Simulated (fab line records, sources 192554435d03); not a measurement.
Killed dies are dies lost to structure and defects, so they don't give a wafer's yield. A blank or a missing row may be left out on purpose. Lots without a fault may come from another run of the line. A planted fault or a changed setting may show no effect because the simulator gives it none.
Which tool did it? | flow n5_finfet | 24 lots, 72 wafers sampled, at 6 steps of a route of 1938

WHAT THE GAUGES READ, wafer by wafer
The record holds no reading of a measuring or inspecting step that can be judged against a usual standard deviation.

WHICH TOOL RAN EACH LOT (tool, then ch and the chambers of the sampled wafers, then the start)
lot  | N5_BEOL_M1_ANNEAL_80         | N5_BEOL_M1_SPUTTER_86        | N5_BEOL_M1_ANNEAL_95         | N5_BEOL_M2_PECVD_72             | N5_BEOL_M2_HM_DEP_02         | N5_BEOL_M2_DESCUM_16
L074 | pvd_sputter-03, day 6 09:44  | pvd_sputter-03, day 6 10:05  | pvd_sputter-03, day 6 11:03  | pecvd-03 ch 1,2, day 6 12:30    | pvd_sputter-03, day 6 12:41  | rie_diel-02 ch 0,2,3, day 6 13:20
L075 | pvd_sputter-01, day 6 21:01  | pvd_sputter-01, day 6 21:22  | pvd_sputter-01, day 6 22:20  | pecvd-03 ch 0,2, day 6 23:47    | pvd_sputter-02, day 7 01:59  | rie_diel-01 ch 0,1,3, day 7 02:37
L076 | pvd_sputter-03, day 6 22:27  | pvd_sputter-03, day 6 22:49  | pvd_sputter-03, day 6 23:46  | pecvd-03 ch 1,2, day 7 01:26    | pvd_sputter-02, day 7 02:17  | rie_diel-01 ch 0,2,3, day 7 02:51
L077 | pvd_sputter-03, day 7 00:17  | pvd_sputter-03, day 7 00:39  | pvd_sputter-03, day 7 01:37  | pecvd-03 ch 0,2, day 7 02:58    | pvd_sputter-02, day 7 03:22  | rie_diel-01 ch 1,2,3, day 7 03:55
L078 | pvd_sputter-03, day 7 12:01  | pvd_sputter-03, day 7 12:22  | pvd_sputter-03, day 7 13:20  | pecvd-03 ch 0,1,2, day 7 14:46  | pvd_sputter-01, day 7 15:22  | rie_diel-06 ch 2,3, day 7 16:03
L079 | pvd_sputter-01, day 7 21:59  | pvd_sputter-01, day 7 22:21  | pvd_sputter-01, day 7 23:19  | pecvd-03 ch 0,2, day 8 00:40    | pvd_sputter-02, day 8 02:55  | rie_diel-06 ch 0,1,2, day 8 03:26
L080 | pvd_sputter-02, day 8 01:20  | pvd_sputter-02, day 8 01:42  | pvd_sputter-02, day 8 02:40  | pecvd-02 ch 0,1, day 8 04:18    | pvd_sputter-02, day 8 04:24  | rie_diel-06 ch 0,1,3, day 8 05:08
L081 | pvd_sputter-01, day 8 01:31  | pvd_sputter-01, day 8 01:52  | pvd_sputter-01, day 8 02:50  | pecvd-03 ch 0,2, day 8 04:31    | pvd_sputter-01, day 8 04:46  | rie_diel-02 ch 0,1,3, day 8 05:20
L082 | pvd_sputter-03, day 8 14:25  | pvd_sputter-03, day 8 14:46  | pvd_sputter-03, day 8 15:44  | pecvd-03 ch 1,2, day 8 17:05    | pvd_sputter-03, day 8 17:59  | rie_diel-01 ch 0,2,3, day 8 18:38
L083 | pvd_sputter-01, day 8 15:16  | pvd_sputter-01, day 8 15:37  | pvd_sputter-01, day 8 16:35  | pecvd-03 ch 0,1, day 8 18:10    | pvd_sputter-01, day 8 21:20  | rie_diel-02 ch 0,1,3, day 8 21:51
L084 | pvd_sputter-03, day 9 11:44  | pvd_sputter-03, day 9 12:06  | pvd_sputter-03, day 9 13:04  | pecvd-03 ch 1,2, day 9 14:26    | pvd_sputter-03, day 9 16:30  | rie_diel-02 ch 0,1,2, day 9 17:09
L085 | pvd_sputter-02, day 9 16:46  | pvd_sputter-02, day 9 17:08  | pvd_sputter-02, day 9 18:05  | pecvd-04 ch 0,1, day 9 19:34    | pvd_sputter-03, day 9 19:55  | rie_diel-06 ch 0,1,3, day 9 20:26
L087 | pvd_sputter-02, day 9 21:23  | pvd_sputter-02, day 9 21:44  | pvd_sputter-02, day 9 22:42  | pecvd-04 ch 1,2, day 10 00:04   | pvd_sputter-03, day 10 00:34 | rie_diel-02 ch 0,1,3, day 10 01:26
L086 | pvd_sputter-01, day 9 22:38  | pvd_sputter-01, day 9 22:59  | pvd_sputter-01, day 9 23:57  | pecvd-02 ch 1,2, day 10 01:19   | pvd_sputter-01, day 10 03:21 | rie_diel-06 ch 0,3, day 10 04:40
L088 | pvd_sputter-01, day 10 01:43 | pvd_sputter-01, day 10 02:04 | pvd_sputter-01, day 10 03:02 | pecvd-03 ch 0,1,2, day 10 04:26 | pvd_sputter-01, day 10 04:30 | rie_diel-02 ch 0,2,3, day 10 05:10
L089 | pvd_sputter-01, day 10 05:11 | pvd_sputter-01, day 10 05:32 | pvd_sputter-01, day 10 06:30 | pecvd-03 ch 0,1, day 10 07:54   | pvd_sputter-02, day 10 10:03 | rie_diel-02 ch 0,1, day 10 10:42
L090 | pvd_sputter-02, day 10 08:25 | pvd_sputter-02, day 10 08:46 | pvd_sputter-02, day 10 09:44 | pecvd-04 ch 0,1, day 10 11:06   | pvd_sputter-01, day 10 11:10 | rie_diel-02 ch 0,1, day 10 11:41
L091 | pvd_sputter-01, day 10 22:08 | pvd_sputter-01, day 10 22:29 | pvd_sputter-01, day 10 23:27 | pecvd-02 ch 0,1,2, day 11 00:59 | pvd_sputter-03, day 11 03:40 | rie_diel-06 ch 0,1,2, day 11 04:25
L092 | pvd_sputter-01, day 11 00:58 | pvd_sputter-01, day 11 01:20 | pvd_sputter-01, day 11 02:17 | pecvd-04 ch 0,2, day 11 03:42   | pvd_sputter-03, day 11 04:20 | rie_diel-02 ch 0,1,2, day 11 05:02
L093 | pvd_sputter-01, day 11 06:01 | pvd_sputter-01, day 11 06:22 | pvd_sputter-01, day 11 07:20 | pecvd-04 ch 0,1,2, day 11 08:56 | pvd_sputter-01, day 11 10:56 | rie_diel-02 ch 1,2,3, day 11 11:31
L095 | pvd_sputter-02, day 11 15:27 | pvd_sputter-02, day 11 15:49 | pvd_sputter-02, day 11 16:46 | pecvd-03 ch 0,1,2, day 11 18:07 | pvd_sputter-01, day 11 18:47 | rie_diel-06 ch 0,3, day 11 19:26
L094 | pvd_sputter-03, day 11 15:34 | pvd_sputter-03, day 11 15:56 | pvd_sputter-03, day 11 16:53 | pecvd-02 ch 0,2, day 11 18:15   | pvd_sputter-01, day 11 18:53 | rie_diel-01 ch 0,1,3, day 11 19:28
L096 | pvd_sputter-01, day 12 07:08 | pvd_sputter-01, day 12 07:29 | pvd_sputter-01, day 12 08:27 | pecvd-02 ch 0,2, day 12 09:48   | pvd_sputter-01, day 12 10:40 | rie_diel-01 ch 0,1, day 12 11:19
L097 | pvd_sputter-03, day 12 14:21 | pvd_sputter-03, day 12 14:43 | pvd_sputter-03, day 12 15:40 | pecvd-02 ch 0,1,2, day 12 17:14 | pvd_sputter-01, day 12 19:26 | rie_diel-02 ch 1,2,3, day 12 19:58
- N5_BEOL_M1_ANNEAL_80: time 240 s.
- N5_BEOL_M1_SPUTTER_86: material Cu, target thk 4.5 nm, time 8.29 s.
- N5_BEOL_M1_ANNEAL_95: time 240 s.
- N5_BEOL_M2_PECVD_72: deposits SiO2 from TEOS/O2, target thk 16 nm, time 18 s.
- N5_BEOL_M2_HM_DEP_02: deposits TiN, target thk 20 nm.
- N5_BEOL_M2_DESCUM_16: chemistry O2, time 7 s.

WHAT THE TOOLS THEMSELVES READ (means of the sampled wafers that have a number; where no wafer has one, the mark that the record gives instead)
N5_BEOL_M1_ANNEAL_80.
lot  | tool           | heater_power_w (W)
L074 | pvd_sputter-03 | 765
L075 | pvd_sputter-01 | 839
L076 | pvd_sputter-03 | 745
L077 | pvd_sputter-03 | 798
L078 | pvd_sputter-03 | 774
L079 | pvd_sputter-01 | 846
L080 | pvd_sputter-02 | 847
L081 | pvd_sputter-01 | 907
L082 | pvd_sputter-03 | 770
L083 | pvd_sputter-01 | 894
L084 | pvd_sputter-03 | 767
L085 | pvd_sputter-02 | 877
L087 | pvd_sputter-02 | 844
L086 | pvd_sputter-01 | 800
L088 | pvd_sputter-01 | 908
L089 | pvd_sputter-01 | 857
L090 | pvd_sputter-02 | 848
L091 | pvd_sputter-01 | 890
L092 | pvd_sputter-01 | 892
L093 | pvd_sputter-01 | 895
L095 | pvd_sputter-02 | 730
L094 | pvd_sputter-03 | 770
L096 | pvd_sputter-01 | 857
L097 | pvd_sputter-03 | 759

N5_BEOL_M1_SPUTTER_86.
lot  | tool           | throttle_valve_pct (%)
L074 | pvd_sputter-03 | 30.9
L075 | pvd_sputter-01 | 29.1
L076 | pvd_sputter-03 | 29.4
L077 | pvd_sputter-03 | 29.4
L078 | pvd_sputter-03 | 28.9
L079 | pvd_sputter-01 | 29.0
L080 | pvd_sputter-02 | 30.1
L081 | pvd_sputter-01 | 28.1
L082 | pvd_sputter-03 | 30.8
L083 | pvd_sputter-01 | 28.9
L084 | pvd_sputter-03 | 29.4
L085 | pvd_sputter-02 | 29.6
L087 | pvd_sputter-02 | 29.5
L086 | pvd_sputter-01 | 30.1
L088 | pvd_sputter-01 | 29.2
L089 | pvd_sputter-01 | 30.0
L090 | pvd_sputter-02 | 29.5
L091 | pvd_sputter-01 | 29.2
L092 | pvd_sputter-01 | 28.9
L093 | pvd_sputter-01 | 29.1
L095 | pvd_sputter-02 | 30.1
L094 | pvd_sputter-03 | 30.0
L096 | pvd_sputter-01 | 30.1
L097 | pvd_sputter-03 | 29.2

N5_BEOL_M1_ANNEAL_95.
lot  | tool           | heater_power_w (W)
L074 | pvd_sputter-03 | 767
L075 | pvd_sputter-01 | 838
L076 | pvd_sputter-03 | 738
L077 | pvd_sputter-03 | 787
L078 | pvd_sputter-03 | 771
L079 | pvd_sputter-01 | 834
L080 | pvd_sputter-02 | 851
L081 | pvd_sputter-01 | 909
L082 | pvd_sputter-03 | 761
L083 | pvd_sputter-01 | 899
L084 | pvd_sputter-03 | 776
L085 | pvd_sputter-02 | 869
L087 | pvd_sputter-02 | 855
L086 | pvd_sputter-01 | 797
L088 | pvd_sputter-01 | 916
L089 | pvd_sputter-01 | 844
L090 | pvd_sputter-02 | 837
L091 | pvd_sputter-01 | 899
L092 | pvd_sputter-01 | 880
L093 | pvd_sputter-01 | 891
L095 | pvd_sputter-02 | 738
L094 | pvd_sputter-03 | 775
L096 | pvd_sputter-01 | 856
L097 | pvd_sputter-03 | 759

N5_BEOL_M2_PECVD_72.
lot  | tool     | heater_power_w (W) | showerhead_plenum_p_Torr (Torr) | throttle_valve_pct (%)
L074 | pecvd-03 | 651                | 8.87                            | 21.3
L075 | pecvd-03 | 671                | 8.75                            | 22.1
L076 | pecvd-03 | 662                | 8.85                            | 21.3
L077 | pecvd-03 | 674                | 8.76                            | 22.1
L078 | pecvd-03 | 689                | 8.81                            | 21.7
L079 | pecvd-03 | 671                | 8.77                            | 22.3
L080 | pecvd-02 | 714                | 8.74                            | 21.4
L081 | pecvd-03 | 704                | 8.81                            | 21.6
L082 | pecvd-03 | 694                | 8.83                            | 21.1
L083 | pecvd-03 | 677                | 8.77                            | 22.4
L084 | pecvd-03 | 694                | 8.84                            | 21.0
L085 | pecvd-04 | 557                | 8.71                            | 21.7
L087 | pecvd-04 | 603                | 8.79                            | 22.0
L086 | pecvd-02 | 690                | 8.74                            | 21.3
L088 | pecvd-03 | 697                | 8.82                            | 21.8
L089 | pecvd-03 | 628                | 8.79                            | 22.6
L090 | pecvd-04 | 660                | 8.71                            | 22.8
L091 | pecvd-02 | 703                | 8.76                            | 21.4
L092 | pecvd-04 | 551                | 8.76                            | 21.1
L093 | pecvd-04 | 651                | 8.75                            | 22.0
L095 | pecvd-03 | 676                | 8.81                            | 22.0
L094 | pecvd-02 | 721                | 8.74                            | 21.5
L096 | pecvd-02 | 719                | 8.77                            | 21.2
L097 | pecvd-02 | 702                | 8.74                            | 21.4

N5_BEOL_M2_HM_DEP_02.
lot  | tool           | throttle_valve_pct (%)
L074 | pvd_sputter-03 | 29.8
L075 | pvd_sputter-02 | 30.7
L076 | pvd_sputter-02 | 29.6
L077 | pvd_sputter-02 | 30.3
L078 | pvd_sputter-01 | 27.9
L079 | pvd_sputter-02 | 31.0
L080 | pvd_sputter-02 | 30.3
L081 | pvd_sputter-01 | 28.1
L082 | pvd_sputter-03 | 29.4
L083 | pvd_sputter-01 | 30.1
L084 | pvd_sputter-03 | 29.4
L085 | pvd_sputter-03 | 29.5
L087 | pvd_sputter-03 | 29.4
L086 | pvd_sputter-01 | 28.1
L088 | pvd_sputter-01 | 28.9
L089 | pvd_sputter-02 | 30.1
L090 | pvd_sputter-01 | 27.9
L091 | pvd_sputter-03 | 30.2
L092 | pvd_sputter-03 | 29.5
L093 | pvd_sputter-01 | 30.1
L095 | pvd_sputter-01 | 29.1
L094 | pvd_sputter-01 | 29.1
L096 | pvd_sputter-01 | 28.0
L097 | pvd_sputter-01 | 30.0

N5_BEOL_M2_DESCUM_16.
lot  | tool        | drypump_motor_current_A (A) | oes_product_au (a.u.) | rf_vpp_V (V) | showerhead_plenum_p_Torr (Torr) | throttle_valve_pct (%)
L074 | rie_diel-02 | 5.5                         | 0.76                  | 242.5        | 2.06                            | 20.70
L075 | rie_diel-01 | 5.7                         | 0.85                  | 243.3        | 2.11                            | 20.44
L076 | rie_diel-01 | 5.7                         | 0.80                  | 243.2        | 2.10                            | 20.56
L077 | rie_diel-01 | 5.7                         | 0.84                  | 244.2        | 2.11                            | 20.47
L078 | rie_diel-06 | 5.4                         | 0.71                  | 244.5        | 2.10                            | 20.41
L079 | rie_diel-06 | 5.2                         | 0.80                  | 243.0        | 2.12                            | 20.50
L080 | rie_diel-06 | 5.4                         | 0.81                  | 242.1        | 2.07                            | 20.52
L081 | rie_diel-02 | 5.5                         | 0.76                  | 242.9        | 2.10                            | 20.58
L082 | rie_diel-01 | 5.7                         | 0.79                  | 242.6        | 2.10                            | 20.57
L083 | rie_diel-02 | 5.5                         | 0.76                  | 243.1        | 2.10                            | 20.61
L084 | rie_diel-02 | 5.5                         | 0.74                  | 242.6        | 2.03                            | 20.59
L085 | rie_diel-06 | 5.4                         | 0.81                  | 243.0        | 2.07                            | 20.54
L087 | rie_diel-02 | 5.5                         | 0.75                  | 242.6        | 2.09                            | 20.62
L086 | rie_diel-06 | 5.4                         | 0.71                  | 244.2        | 2.11                            | 20.82
L088 | rie_diel-02 | 5.5                         | 0.73                  | 242.3        | 2.06                            | 20.75
L089 | rie_diel-02 | 5.6                         | 0.75                  | 242.2        | 2.07                            | 20.47
L090 | rie_diel-02 | 5.8                         | 0.76                  | 242.3        | 2.03                            | 20.39
L091 | rie_diel-06 | 5.2                         | 0.78                  | 243.5        | 2.11                            | 20.53
L092 | rie_diel-02 | 5.5                         | 0.73                  | 242.1        | 2.03                            | 20.61
L093 | rie_diel-02 | 5.2                         | 0.72                  | 243.5        | 2.09                            | 20.84
L095 | rie_diel-06 | 5.4                         | 0.70                  | 242.8        | 2.11                            | 20.83
L094 | rie_diel-01 | 5.7                         | 0.79                  | 243.7        | 2.09                            | 20.50
L096 | rie_diel-01 | 5.8                         | 0.84                  | 243.1        | 2.11                            | 20.39
L097 | rie_diel-02 | 5.2                         | 0.71                  | 243.5        | 2.08                            | 20.87

THE ANSWER, worked out from the rows above alone
Rule: what is usual is taken from the lots themselves. Put in order of their means at a reading, lots are off if they are a third of the lots or fewer, leave a main group of 4 or more, and stand apart from it by a gap of 3 or more times the standard deviation of the main group's means; of several such gaps the widest counts. A main group whose means are all the same, to the digits that the tables above print for the reading, isn't used. A lot without any number at a reading at which 4 lots or more have one is off too. The other lots that the step has rows for count as sound. The gauges are gone through in route order, then the tools' own readings, and for those a lot's mean is taken as printed above. The first step at which some lot is off is used, and at that step the reading that is off furthest; a lot without a number counts as furthest.
No lot is off at any reading shown: from this, nothing can be told.

WHAT THE SIMULATOR HAD PUT IN
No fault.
